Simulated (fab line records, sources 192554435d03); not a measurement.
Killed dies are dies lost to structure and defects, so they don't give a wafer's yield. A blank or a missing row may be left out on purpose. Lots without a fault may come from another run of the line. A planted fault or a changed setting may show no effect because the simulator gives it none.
Which tool did it? | flow n5_finfet | 12 lots, 36 wafers sampled, at 4 steps of a route of 1938

WHAT THE GAUGES READ, wafer by wafer
N5_BEOL_M1_THK_MEAS_01.
lot  | measured     | on            | M1_ILD_THK (nm)
L075 | day 6 06:16  | film_metro-01 | 79.1 79.6 79.9
L077 | day 6 15:00  | film_metro-01 | 77.5 78.4 79.7
L079 | day 7 07:21  | film_metro-01 | 76.8 78.1 78.5
L081 | day 7 20:10  | film_metro-01 | 79.4 79.3 81.0
L083 | day 8 10:26  | film_metro-01 | 80.2 81.7 80.1
L085 | day 8 17:18  | film_metro-01 | 79.1 78.3 81.5
L087 | day 9 14:08  | film_metro-01 | 79.5 81.1 79.7
L089 | day 9 16:23  | film_metro-01 | 78.7 78.2 80.2
L091 | day 10 03:38 | film_metro-01 | 77.0 78.3 80.5
L093 | day 10 16:28 | film_metro-02 | 78.2 80.6 78.9
L095 | day 11 05:59 | film_metro-01 | 79.8 77.7 81.0
L097 | day 11 23:11 | film_metro-02 | 79.9 78.9 79.3

WHICH TOOL RAN EACH LOT (tool, then ch and the chambers of the sampled wafers, then the start)
lot  | N5_BEOL_M0_SAQP_MANDREL2_REMOVE_110 | N5_BEOL_M0_CUTY_DESCUM_61          | N5_BEOL_M1_ILD_DEP_00
L075 | rie_si-01 ch 1,3, day 5 21:29       | rie_diel-02 ch 0,1,3, day 5 23:52  | pecvd-04 ch 1,2, day 6 06:12
L077 | rie_si-04 ch 0,3, day 6 07:18       | rie_diel-01 ch 1,2,3, day 6 09:16  | pecvd-03 ch 1,2, day 6 14:56
L079 | rie_si-04 ch 0,1,2, day 6 21:04     | rie_diel-02 ch 2,3, day 6 22:55    | pecvd-04 ch 0,2, day 7 07:17
L081 | rie_si-06 ch 0,3, day 7 10:05       | rie_diel-02 ch 1,2, day 7 12:06    | pecvd-04 ch 1,2, day 7 20:05
L083 | rie_si-06 ch 0,2,3, day 8 00:26     | rie_diel-02 ch 1,2, day 8 02:31    | pecvd-04 ch 0,2, day 8 10:22
L085 | rie_si-01 ch 1,3, day 8 10:25       | rie_diel-04 ch 2,3, day 8 12:28    | pecvd-02 ch 1,2, day 8 17:13
L087 | rie_si-01 ch 0,1,3, day 9 07:02     | rie_diel-04 ch 0,2, day 9 09:04    | pecvd-02 ch 1,2, day 9 14:04
L089 | rie_si-01 ch 0,1,3, day 9 09:31     | rie_diel-04 ch 0,2,3, day 9 11:28  | pecvd-04 ch 0,1,2, day 9 16:19
L091 | rie_si-06 ch 1,2, day 9 17:50       | rie_diel-02 ch 1,2,3, day 9 20:34  | pecvd-04 ch 0,1,2, day 10 03:34
L093 | rie_si-06 ch 1,2, day 10 07:00      | rie_diel-02 ch 1,2, day 10 10:42   | pecvd-04 ch 0,2, day 10 16:24
L095 | rie_si-06 ch 0,1,2, day 10 21:58    | rie_diel-02 ch 0,2, day 10 23:48   | pecvd-02 ch 1,2, day 11 05:55
L097 | rie_si-04 ch 0,1,3, day 11 13:01    | rie_diel-04 ch 1,2,3, day 11 15:23 | pecvd-02 ch 0,1,2, day 11 23:07
- N5_BEOL_M0_SAQP_MANDREL2_REMOVE_110: chemistry HBr/Cl2/O2, target a-Si, stops on SiCN, bt time 10 s.
- N5_BEOL_M0_CUTY_DESCUM_61: chemistry O2, time 7.9 s.
- N5_BEOL_M1_ILD_DEP_00: deposits SiOC from DEMS/O2, target thk 79 nm, time 15.3 s.

THE ANSWER, worked out from the rows above alone
Rule: what is usual is taken from the lots themselves. Put in order of their means at a reading, lots are off if they are a third of the lots or fewer, leave a main group of 4 or more, and stand apart from it by a gap of 3 or more times the standard deviation of the main group's means; of several such gaps the widest counts. A main group whose means are all the same, to the digits that the tables above print for the reading, isn't used. A lot without any number at a reading at which 4 lots or more have one is off too. The other lots that the step has rows for count as sound.
No lot is off at any reading shown: from this, nothing can be told.

WHAT THE SIMULATOR HAD PUT IN
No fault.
